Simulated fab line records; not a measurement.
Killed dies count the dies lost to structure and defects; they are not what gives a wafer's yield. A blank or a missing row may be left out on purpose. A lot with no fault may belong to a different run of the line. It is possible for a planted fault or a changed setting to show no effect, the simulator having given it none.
Matching of chambers ; flow nand harc ; pecvd-04 running NHARC_P_M1_PRE_CLEAN_32: 3 sister chambers
The step time 12 s. 3 wafers are shown with their chamber, then 10 later ones without.

WAFERS PAIRED WITH THEIR CHAMBERS
wafer;chamber;heater power w (W)
L084.6;1;636
L087.1;2;596
L087.5;0;579

WAFERS WHOSE CHAMBER IS MISSING
wafer;heater power w (W)
L087.6;591
L091.1;544
L091.3;626
L091.4;561
L092.2;539
L092.3;593
L092.4;590
L094.1;495
L094.4;563
L094.6;500

EACH ONE'S CHAMBER
wafer;from the rows above;in truth
L087.6;can't be placed: 2 or 0 or 1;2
L091.1;can't be placed: 0 or 2 or 1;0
L091.3;can't be placed: 1 or 2 or 0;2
L091.4;can't be placed: 0 or 2 or 1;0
L092.2;can't be placed: 0 or 2 or 1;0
L092.3;can't be placed: 2 or 0 or 1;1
L092.4;can't be placed: 2 or 0 or 1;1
L094.1;can't be placed: 0 or 2 or 1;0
L094.4;can't be placed: 0 or 2 or 1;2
L094.6;can't be placed: 0 or 2 or 1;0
Placed correctly: 0 of 10. These rows do not allow placing 10 (true chamber among the candidates in 10). Wrongly placed: 0.
How it was worked out, from the rows above alone: a wafer's distance from a chamber is the root of the sum, over the readings, of the square of ((its reading less the chamber's mean) divided by the reading's scatter). The wafer belongs to the nearest chamber; if the next one is less than 2 further off, it can't be placed. For every chamber, the mean is computed from those of its wafers that are shown. The scatter (one wafer shown for each chamber): square how far every hidden wafer sits from the nearest shown wafer, average those squares and take the square root.
